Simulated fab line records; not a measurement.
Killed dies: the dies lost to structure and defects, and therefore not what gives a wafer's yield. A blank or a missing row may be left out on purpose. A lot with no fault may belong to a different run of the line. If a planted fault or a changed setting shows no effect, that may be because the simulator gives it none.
fab line records	flow n5_finfet
record lots=5	wafers=12	last_day=17
route steps=1938 shown MOL_CONTACT_COAG@567 BEOL_M4@1111 PASSIVATION@1936
lots with no fault: from the same line, run without faults
start_h: the number of hours between the record's first day and the start of the first shown wafer of the lot	wait_h: time in hours since the lot's previous step	" repeats the value in the row above	L1.1+2: a row that stands for several wafers	- either no value or no given start	* or withheld: withheld	< > ~ a bound
route shown NAME@n: a module of which the file shows steps, and the number in the route of the first	usual: mean/standard deviation taken from wafers without a fault	same: alike in all rows	chamber/n: place in a boat	sites: per-site readings	_std_site: how widely they spread, as a standard deviation	_edge_site: the outer-site mean with the inner-site mean subtracted	radius_mm: how far each site lies from the wafer's centre	mask NAME#n: copy n	behind: the most recent tool/chamber to have shaped the wafer	hold: why the lot was held/for how many hours/how that ended	device: which transistor (n, p or np) failed to switch	end of line: the route-end tests of the same wafers	a step with no rows: only its recipe	killed: dies lost to structure and defects at the first sort, not the wafer's yield	map: per-die view of a wafer (x killed, . not killed, _ where there is no die)
set.NAME: setting as actually run; set.NAME@STEP: the setting as run at that earlier step	model.NAME: the simulator's own value behind a step, which no gauge read
lots at selected steps of the route; one table per step, one row per wafer
services: when a tool's chamber went out of use (start_h, in hours from the record's first day, below 0 if earlier), for how many hours, and the reason
## steps
# step N5_MOL_CONTACT_COAG_COAT_78
# recipe resist=CAR-EUV	spin_rpm=1500	resist_thk_nm=40
# step N5_MOL_CONTACT_COAG_EBR_80
# recipe solvent=PGMEA	ebr_width_mm=1.5
# step N5_MOL_CONTACT_COAG_SOFTBAKE_79
# recipe temp_c=110	time_s=60	resist=CAR-EUV
# step N5_MOL_CONTACT_COAG_EXPOSE_81
# recipe mask_id=VG	na=0.33	source_shape=annular	sigma_inner=0.3	sigma_outer=0.7	polarization=unpolarized	defocus_nm=0	dose_mj=59.5
# step N5_MOL_CONTACT_COAG_PEB_82
# recipe peb_temp_c=100	peb_time_s=60	resist=CAR-EUV
# step N5_MOL_CONTACT_COAG_DEVELOP_83
# recipe develop_time_s=30	developer=TMAH	resist=CAR-EUV	rinse_liquid=surfactant_rinse	dry=air_spin	dev_temp_c=23
# step N5_MOL_CONTACT_COAG_DESCUM_88
# recipe chemistry=O2	time_s=7	source_power_w=50	bias_power_w=20	pressure_mtorr=20	rf_frequency_hz=2.712e+07	temp_c=40	resist=CAR-EUV	o2_flow_sccm=225
# step N5_MOL_CONTACT_COAG_ETCH_89
# recipe chemistry=N2/H2	target=underlayer	target_depth_a=130	mask_material=CAR-EUV	time_s=10.4	ion_energy_ev=200	pressure_mtorr=30	source_w=840	bias_w=150	n2_flow_sccm=200	h2_flow_sccm=200	ends=cleared
# step N5_MOL_CONTACT_COAG_ETCH_90
# recipe chemistry=CF4	target=SiARC	target_depth_a=130	mask_material=CAR-EUV	time_s=21.7	ion_energy_ev=80	pressure_mtorr=40	source_w=545	bias_w=36	Ar_flow_sccm=100	cf4_flow_sccm=100	ends=cleared
# step N5_MOL_CONTACT_COAG_ALD_131
# recipe material=SiO2	target_thk_a=50	temp_c=100	ald_precursor_family=BDEAS	ald_co_reactant=O2-plasma	pulse_time_s=1	co_reactant_pulse_time_s=1	purge_time_s=2	co_reactant_purge_time_s=2	ald_cycles=35	pressure_torr=2
# usual ald_cycles=35/0	heater_power_w=80/11	precursor_pulse_height_rel=0.998/0.021
lot.wafer	tool	chamber	start_h	wait_h	ald_cycles	heater_power_w	precursor_pulse_height_rel	model.SiO2_of_MOL_CONTACT_COAG_ALD_131.thk_nm
L302.1	ald_sin-01	1	120.87	0.1	35	82	0.966	5
L302.3	"	2	"	"	35	97	1.011	5
L302.5	"	3	"	"	35	78	0.968	5
L317.1	ald_sin-01	3	206.00	0.1	22	79	1.010	3.2
L317.6	"	3	"	"	35	77	0.980	5
L319.1	ald_sin-01	3	217.66	0.1	22	77	1.015	3.2
L319.6	"	2	"	"	35	101	0.990	5
L320.1	ald_sin-01	3	228.36	0.2	22	78	1.000	3.2
L320.6	"	0	"	"	35	59	0.989	5
L322.1	ald_sin-03	0	238.52	0.1	35	78	0.990	5
L322.2	"	1	"	"	35	71	1.023	5
L322.5	"	0	"	"	35	78	0.971	5
# step N5_MOL_CONTACT_COAG_ETCHBACK_132
# recipe chemistry=CHF3	target=SiO2	target_depth_a=100	time_s=6.7	ion_energy_ev=200	pressure_mtorr=30	source_w=610	bias_w=170	Ar_flow_sccm=200	CHF3_flow_sccm=50
# step N5_MOL_CONTACT_COAG_ETCH_91
# recipe chemistry=N2/H2	target=SOC	target_depth_a=600	overetch_a=210	mask_material=SiARC	temp_c=40	time_s=101.2	ion_energy_ev=200	pressure_mtorr=30	source_w=840	bias_w=150	n2_flow_sccm=200	h2_flow_sccm=200
# step N5_MOL_CONTACT_COAG_STRIP_92
# recipe chemistry=N2/H2	temp_c=40	n2_flow_sccm=200	h2_flow_sccm=200	rf_frequency_hz=6e+07
# step N5_MOL_CONTACT_COAG_STRIP_93
# recipe chemistry=N2/H2	temp_c=40	n2_flow_sccm=200	h2_flow_sccm=200	rf_frequency_hz=6e+07
# step N5_MOL_CONTACT_COAG_ETCHBACK_135
# recipe chemistry=CHF3	target=SiO2	target_depth_a=250	time_s=16.7	ion_energy_ev=200	pressure_mtorr=30	source_w=610	bias_w=170	Ar_flow_sccm=200	CHF3_flow_sccm=50
# step N5_MOL_CONTACT_COAG_STRIP_118
# recipe chemistry=CHF3	resist=SiARC	rf_frequency_hz=6e+07
# step N5_MOL_CONTACT_COAG_VIA_ETCH_46
# recipe chemistry=C4F6/O2	target_depth_a=460	overetch_a=92	mask_material=SOC	target=SiO2	bias_w=455	pressure_mtorr=10	time_s=40	source_w=325	Ar_flow_sccm=300	C4F6_flow_sccm=10	O2_flow_sccm=10	ion_energy_ev=575.3	ends=end_point
# step N5_MOL_CONTACT_COAG_STRIP_96
# recipe chemistry=N2/H2	power_w=500	temp_c=40	pressure_mtorr=50	rf_frequency_hz=6e+07	overash_fraction=0.3	bias_power_w=28	h2_frac=0.5	n2_flow_sccm=300	h2_flow_sccm=300
# step N5_MOL_CONTACT_COAG_ETCH_47
# recipe chemistry=CH3F/O2	target=SiNx	target_depth_a=270	mask_material=SiO2	stop_on=W	over_etch_frac=0.2	ion_energy_ev=120	endpoint=OES-CN	pressure_mtorr=30	source_w=395	bias_w=73	Ar_flow_sccm=150	CH3F_flow_sccm=30	O2_flow_sccm=20	ends=end_point
# step N5_MOL_CONTACT_COAG_STRIP_119
# recipe chemistry=N2/H2	time_s=30	power_w=1000	temp_c=250	pressure_mtorr=withheld	n2_flow_sccm=1750	h2_flow_sccm=3250
# step N5_MOL_CONTACT_COAG_PRECLEAN_144
# recipe chemistry=alkaline_clean	temp_c=60	time_s=60	do_ppb=50
# step N5_MOL_CONTACT_COAG_SRD_145
# recipe dry=ipa_marangoni	time_s=30	temp_c=23	rinse_liquid=diw
# step N5_MOL_CONTACT_COAG_COAT_62
# recipe resist=SOC	temp_c=250	time_s=60	spin_rpm=1500	resist_thk_nm=60
# step N5_MOL_CONTACT_COAG_COAT_63
# recipe resist=SiARC	temp_c=220	time_s=60	spin_rpm=1500	resist_thk_nm=10
# step N5_MOL_CONTACT_COAG_COAT_64
# recipe resist=underlayer	temp_c=205	time_s=60	spin_rpm=1500	resist_thk_nm=10
# step N5_MOL_CONTACT_COAG_COAT_34
# recipe resist=CAR-EUV	spin_rpm=1500	resist_thk_nm=40
# step N5_MOL_CONTACT_COAG_EBR_36
# recipe solvent=PGMEA	ebr_width_mm=1.5
# step N5_MOL_CONTACT_COAG_SOFTBAKE_35
# recipe temp_c=110	time_s=60	resist=CAR-EUV
# step N5_MOL_CONTACT_COAG_EXPOSE_37
# recipe mask_id=VD	na=0.33	source_shape=annular	sigma_inner=0.3	sigma_outer=0.7	polarization=unpolarized	defocus_nm=0	dose_mj=62
# step N5_MOL_CONTACT_COAG_PEB_38
# recipe peb_temp_c=100	peb_time_s=60	resist=CAR-EUV
# step N5_MOL_CONTACT_COAG_DEVELOP_39
# recipe develop_time_s=30	developer=TMAH	resist=CAR-EUV	rinse_liquid=surfactant_rinse	dry=air_spin	dev_temp_c=23
# step N5_MOL_CONTACT_COAG_DESCUM_45
# recipe chemistry=O2	time_s=7	source_power_w=50	bias_power_w=20	pressure_mtorr=20	rf_frequency_hz=2.712e+07	temp_c=40	resist=CAR-EUV	o2_flow_sccm=225
# step N5_MOL_CONTACT_COAG_ETCH_65
# recipe chemistry=N2/H2	target=underlayer	target_depth_a=130	mask_material=CAR-EUV	time_s=10.4	ion_energy_ev=200	pressure_mtorr=30	source_w=840	bias_w=150	n2_flow_sccm=200	h2_flow_sccm=200	ends=cleared
# step N5_MOL_CONTACT_COAG_ETCH_66
# recipe chemistry=CF4	target=SiARC	target_depth_a=130	mask_material=CAR-EUV	time_s=21.7	ion_energy_ev=80	pressure_mtorr=40	source_w=545	bias_w=36	Ar_flow_sccm=100	cf4_flow_sccm=100	ends=cleared
# step N5_MOL_CONTACT_COAG_ALD_133
# recipe material=SiO2	target_thk_a=50	temp_c=100	ald_precursor_family=BDEAS	ald_co_reactant=O2-plasma	pulse_time_s=1	co_reactant_pulse_time_s=1	purge_time_s=2	co_reactant_purge_time_s=2	ald_cycles=35	pressure_torr=2
# step N5_BEOL_M4_RC_MEAS_101
# usual DIBL_N=36.9/2.1	DIBL_P=37.1/2.5	IOFF_N=0.17/0.039	IOFF_P=0.23/0.043	ION_N=673/15	ION_P=462/9.1	SS_N=71.8/0.69	SS_P=73.6/0.74	VT_N=250/3.6	VT_P=-249.7/2.9
lot.wafer	tool	chamber	start_h	wait_h	DIBL_N[mV/V]	DIBL_P[mV/V]	IOFF_N[nA/um]	IOFF_P[nA/um]	ION_N[uA/um]	ION_P[uA/um]	SS_N[mV/dec]	SS_P[mV/dec]	VT_N[mV]	VT_P[mV]
L302.1	prober-01	0	180.64	0.0	37.8	38.7	0.20	0.24	678	455	71.4	73.9	246	-248.7
L302.3	"	0	"	"	36.0	36.0	0.15	0.20	658	450	71.2	73.1	248	-253.2
L302.5	"	0	"	"	37.2	36.7	0.18	0.21	678	458	71.3	73.7	249	-250.8
L317.6	prober-01	0	280.18	0.8	35.3	34.9	0.13	0.16	640	442	71.6	72.8	256	-255.4
L319.6	prober-02	0	284.63	0.8	35.0	35.4	0.15	0.20	682	471	70.8	74.0	251	-250.0
L320.6	prober-01	0	300.19	0.8	35.2	35.1	0.17	0.23	676	471	71.3	73.2	247	-246.1
L322.1	prober-01	0	302.17	0.0	33.8	34.9	0.13	0.20	674	471	71.3	73.2	253	-249.9
L322.2	"	0	"	"	36.7	38.8	0.19	0.27	696	485	71.8	74.3	246	-246.4
L322.5	"	0	"	"	36.2	37.2	0.18	0.25	694	476	71.3	73.7	246	-244.1
# step N5_PASSIVATION_PROBE_49
# usual defect_limited_yield=91.3/1.4	killed_at_M0_to_M3=32/9.5	killed_at_M4_up=14/5.2	killed_at_contacts=13/5.7	killed_at_front_end=41/12	killed_at_other=3.5/2.6	killed_dies=103/17	killed_on_rim=14/4	killed_open=68/14	killed_short=32/7	sort_bin_5_function=5.0/0.91	sort_bin_6_memory=3.3/0.7	sort_bin_8_speed=0.03/0.22	sort_n_pass=1076/17	sort_yield_pct=91.2/1.4
# same gross_dies=1180	killed_at_back_side=0	sort_bin_4_leakage[%]=0
lot.wafer	tool	chamber	start_h	wait_h	defect_limited_yield[%]	killed_at_M0_to_M3	killed_at_M4_up	killed_at_contacts	killed_at_front_end	killed_at_other	killed_dies	killed_on_rim	killed_open	killed_short	sort_bin_5_function[%]	sort_bin_6_memory[%]	sort_bin_8_speed[%]	sort_n_pass	sort_yield_pct[%]
L317.1	prober-01	-	373.19	0.0	2.6	25	9	1062	41	12	1149	147	48	24	3.5	2.6	0	31	2.6
L319.1	prober-01	-	378.08	0.0	4.2	33	21	1019	57	1	1131	147	77	34	5.7	3.4	0	49	4.2
L320.1	prober-02	-	390.68	0.0	3.1	32	5	1058	40	9	1144	149	69	33	5.4	2.9	0	36	3.1
L320.6	prober-02	-	390.93	0.3	90.2	43	8	18	43	4	116	20	87	29	5.5	3.9	0	1064	90.2
# killed by level:class
L317.1 MOL_CONTACT_COAG:area_ald=1061 HKMG_FIN:area_etch=14 STI_FIN_REVEAL:geometric_particle:open=8 BEOL_M2:geometric_particle:open=6 MIM_TOP_ETCH:geometric_particle:short=5 FIN_SAQP:geometric_particle:open=4 BEOL_M0_SAQP:geometric_particle:short=4 BEOL_M1:geometric_particle:open=4
L319.1 MOL_CONTACT_COAG:area_ald=1011 BEOL_M4:geometric_particle:open=16 BEOL_M3:geometric_particle:open=13 STI_FIN_REVEAL:geometric_particle:open=12 FIN_SAQP:geometric_particle:open=9 HKMG_FIN:area_etch=9 MOL_CONTACT_COAG:geometric_particle:open=8 BEOL_M1:geometric_particle:short=7
L320.1 MOL_CONTACT_COAG:area_ald=1042 MOL_CONTACT_COAG:geometric_particle:open=13 FIN_SAQP:geometric_particle:open=12 BEOL_M2:geometric_particle:open=11 BEOL_M3:geometric_particle:open=8 DUMMY_GATE:geometric_particle:open=7 BEOL_M0_SAQP:geometric_particle:short=6 FIN_SAQP:geometric_particle:short=5
L320.6 BEOL_M3:geometric_particle:open=17 MOL_CONTACT_COAG:geometric_particle:open=16 DUMMY_GATE:geometric_particle:open=9 FIN_SAQP:geometric_particle:open=8 GATE_CUT:geometric_particle:short=7 BEOL_M2:geometric_particle:open=7 BEOL_M4:geometric_particle:open=6 STI_FIN_REVEAL:geometric_particle:open=5
# map L317.1 (x killed, . not)
_________________xxxxxxxxxxxx________________
______________xxxxxxxxxxxxxxxxxx_____________
___________xxxxxxxxxxxxxxxxxxxxxxxx__________
__________xxxxxxxxxxxxxxxxxxxxxxxxxx_________
________xxxxxxxxxxxxxxxxxxxxxxxxxxxxxx_______
_______xxxxxxxxxxxxxxxxxxxxxxxxxxxxxxxx______
______xxxxxxxxxxxxxxxxx.xxxxxxxxxxxxxxxx_____
_____xxxxxxxx.xxxxxxx.xxxxxxxxxxxxxxxxxxx____
____xxxxxxxxxxxxxxxxxxxxxxxxxxxxxxxxxxxxxx___
___xxxxxxxxxxxxxxxxxxxxxxxxxxxxxxxxxxxxxxxx__
___xxxxxxxxxxxxxxxxxxxxxxxxxxxxxxxxx...xxxx__
__xxxxxxxxxxxxxxxxxxxx.xxxxxxxxxxxxxxxxxx.xx_
__xxxxxxxxxxxxxxxxxxxxxxxxxxxxxxxxxxxxxxxxxx_
_xxxxxxxxxxxxxxxxxxxxxxxxx.xxxxxxxxxxxxxxxxxx
_xxxxxxxxxxxxxxxxxxxxxxxxxxxxxxx.xxxxxxxxxxxx
_xxxxxxxxxxxxxxxxxxxxxxxxxxxxxxxxxxxxxxxxxxxx
_xxxx.xxxxxxxxxxxxxxxxxxxxxxxxxxxxxxxxxxxxx.x
_xx.xxxxxxxxxxxxx.xxx.xxxxxxxxxxxxxxxxxxxxxxx
_xxxxxxxxxxxxxxxxxxxxxxxxxxxxxxxxxxxxxxxxxxxx
_xxxxxxxxxxxxxxxxxxxxxxxxxxxxxxxxxxxxxxxxxxxx
_xxxxxxxxxxxxxxxxxxxxxxxxxxx.xxx.xxxxxxxxxxxx
__xxxxxxxxxxxxxxxxxxxxxxxxxxxxxxx.xxxxxxxxx._
__xxxxxxxxxxxxxxxxxxxxxxxxxxxxxxxx.xxxxxxxxx_
___xxxxxxxxxxxxxxxxxxxxxxxxxxxxxxxxxxxxxxxx__
___x.xxxxxxx.xxxxxxxxxxxxxxxxxxxxxxxxxxxxxx__
____.xx.xxxxxxxxxxxxxxxxx.xxxxxxxxxxxxxxxx___
_____xxxxxxxxxxxxxxxxxx.xxxxxxxxxxxxxxxxx____
______xxx.xxxxxxxxxxxx.xxxxxxxxxxxxxxxxx_____
_______xxxxxxxxxxxxxxxxxxxxxxxxxxxxxxxx______
________xxxxxxxxxxxxxxxxxxxxxxxxxxxxxx_______
__________xxxxxxxxxxxxxxxxxxxxxxxxxx_________
___________x.xxxxxxxxxxxxxxxxxxxxxx__________
______________xxxxxxxx.xxxxxx.xx_____________
_________________xxxxxxxxxxxx________________
# map L319.1 (x killed, . not)
_________________xxxxxxxxxxxx________________
______________xxxxxx.xx.xxxxxxxx_____________
___________xxxxxxxxxxxxxxxxxxxxxxxx__________
__________xxxxxxxx.xxxxxxxxxxxxxxxxx_________
________xxxxxxxxxxxxxxxxxxxxxxxxxxxxxx_______
_______xxxxxx.xxxxxxxxxxxxxxxxxxx.xxxxx______
______xxxxxxxxxxxxxxxxxxxxxxxxxxxxxxxxxx_____
_____xxx.xxxxxxxxxxxxxxxxxxxxxxxxxxx.xxxx____
____xxxxxxxxxxxxxxxxxxxxxxx.xxxx.xxxxx.xxx___
___xxxxxxxxxxxxxxxxxxxxxx.x.xx.xxxxxxxxxxxx__
___xxx.xxx.xxxxxxxxxxxxx.xx.xxxxxxxxxxxxxxx__
__xxxxxxxx.xxxxxxxxxxxxxxxxxxxxxxxxxxxxxxxxx_
__xxxxxxxxxxxxxxxxxxxxxxxxxxxxxxxxxxxxx.xxxx_
_xxxxxx.xxxx.xxxxxxxxxxxxxxxxxxxxxxxxxxxxxxxx
_xxxxxxxxxxxxxxxxxxxxx.xxxxxxxxxx.xxxxxxxxxxx
_xxxxxxxxxxxxxxxxxxxxxxxxxxxxxxxxxxx.xxxxxxxx
_xxxxxxxxxxxxxxxxxxxxxxx.xxxxxxxxxxxxxx.xxxxx
_xxxxxxxxxxxxxxxxxxxxxxxxxxxxxxxx.xxxxxxxxxxx
_xxxxxxxxxxx.xxxxxxxxxxxxxxxxxxxxxxxx.x.xxxxx
_xxxxxxx.xxxxxxxxxxxxxxxxxxxxxxxxxxxxxxxxxxxx
_xxxxxxxxxxxxxxxxxxxxxxxxxxxxxxxxxxxx.xx.xxxx
__xxxxxxxxxxxxxxxxxxxxxxxxxxxxxxxxxxxxxxxxxx_
__xxxxxxxxxxxxxxxxxxxxxxxxxxxxxxxxxxxxxxxxxx_
___xxxxxxx.xxxxxxxxxxxxxxxxxxxxxxxxxxxxxxxx__
___xxxxxxxxxx.xxxxxxxxxx.xxxxxxxxxxxxx.xxxx__
____xxxxxx.xx.xxxxxxxxxxxxxxxxxxxxxxxx.x.x___
_____xxx.xx.xxxxxxxxxxxxxxxxxxxxxxxxxxxxx____
______xxxxxxxxxxxxxxxxxxxxx.xxxxxxxxxxxx_____
_______xxxxxxxxxxxxxxxxxxxxxxxxxxxxxxx.______
________x.xxxxxxxxxxxxxxxxxxxxxxxxxxxx_______
__________xxxxxxxxxxxxxx.xxxxxxxxxxx_________
___________xxxxxxxxxxxxxxxxxxxxxxxx__________
______________xxxxxxxxxxxxxxx.x._____________
_________________xxxxxxxxxxxx________________
## services
tool	chamber	start_h	hours	kind
ald_sin-03	-	96.95	6.1	pm
ald_sin-01	-	99.25	14.6	pm
ald_sin-01	0	99.25	-	clean
ald_sin-01	1	99.25	-	clean
ald_sin-01	2	99.25	-	clean
ald_sin-01	3	99.25	-	clean
ald_sin-03	3	142.57	3.6	repair
ald_sin-03	3	204.97	1.7	repair
## key
first_sign step=N5_MOL_CONTACT_COAG_ALD_131	reading=ald_cycles	direction=down	sigmas=99+	usual=*	struck=*
effect step=N5_PASSIVATION_PROBE_49	reading=killed_at_contacts	direction=up	sigmas=99+	usual=13	struck=1046
model_effect step=N5_MOL_CONTACT_COAG_ALD_131	value=SiO2_of_MOL_CONTACT_COAG_ALD_131.thk_nm	without=5	struck=3.2
more_kills_born_at N5_MOL_CONTACT_COAG_ALD_131@ald_sin-01=3114
met_at N5_MOL_CONTACT_COAG_ALD_131
struck_wafers L317.1,L319.1,L320.1
later_rows_left_out L317.1,L319.1,L320.1
onset_between 120.87 206.00
fault kind=process_parameter_drift	tool=ald_sin-01	chamber=-	onset_h=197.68	steps=N5_MOL_CONTACT_COAG_ALD_131	channel=ald_cycles	offset=*	shape=step	end_h=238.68	scope=struck_wafers_only	acts_in=*	stated=*
# later_rows_left_out: the simulator's readings of these wafers behind a module that went badly wrong aren't trusted and aren't shown, but for the sort
